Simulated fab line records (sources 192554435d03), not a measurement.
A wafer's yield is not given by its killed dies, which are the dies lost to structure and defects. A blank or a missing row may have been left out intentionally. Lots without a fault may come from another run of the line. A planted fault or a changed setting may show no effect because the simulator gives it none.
The tool behind it: which one? -- flow n5 finfet -- 10 lots (30 wafers sampled), 1 step of a 1938-step route

== WHAT THE GAUGES SHOWED, per wafer ==
N5_BEOL_M5_RS_MEAS_57: the measuring method here is four-point-probe.
lot,measured,on,M5_RS (ohm/sq)
L210,day 9 18:42,film metro-01,0.374 0.386 0.383
L211,day 9 20:22,film metro-01,0.381 0.385 0.379
L219,day 11 14:32,film metro-01,0.386 0.390 0.385
L220,day 12 08:43,film metro-02,0.400 0.402 0.390
L221,day 12 17:11,film metro-02,0.378 0.380 0.385
L224,day 13 01:17,film metro-01,0.381 0.392 0.367
L226,day 14 02:28,film metro-02,0.388 0.378 0.401
L228,day 14 11:19,film metro-02,0.368 0.378 0.381
L230,day 14 11:26,film metro-02,0.391 0.395 0.407
L229,day 14 21:42,film metro-02,0.384 0.400 0.387

== EACH LOT AND THE TOOL THAT RAN IT (in order: tool; ch and the chambers of the sampled wafers; start) ==
No process step before these readings appears in the record.

== THE ANSWER, worked out from the rows above alone ==
Rule: the lots themselves supply what counts as usual. The widest of any qualifying gaps counts: lots, ordered by their means at a reading, are off when they make up no more than a third of the lots, leave a main group of 4 or more, and stand apart from it by 3 or more times the standard deviation of that group's means. If all means in a main group match to the digits the tables above print for the reading, that group is not used. Also off: a lot with no number at a reading for which 4 or more lots have one. Where the step has rows for the other lots, those lots are counted as sound.
None of the lots is off at any reading shown; this tells nothing.

== WHAT THE SIMULATOR PUT IN ==
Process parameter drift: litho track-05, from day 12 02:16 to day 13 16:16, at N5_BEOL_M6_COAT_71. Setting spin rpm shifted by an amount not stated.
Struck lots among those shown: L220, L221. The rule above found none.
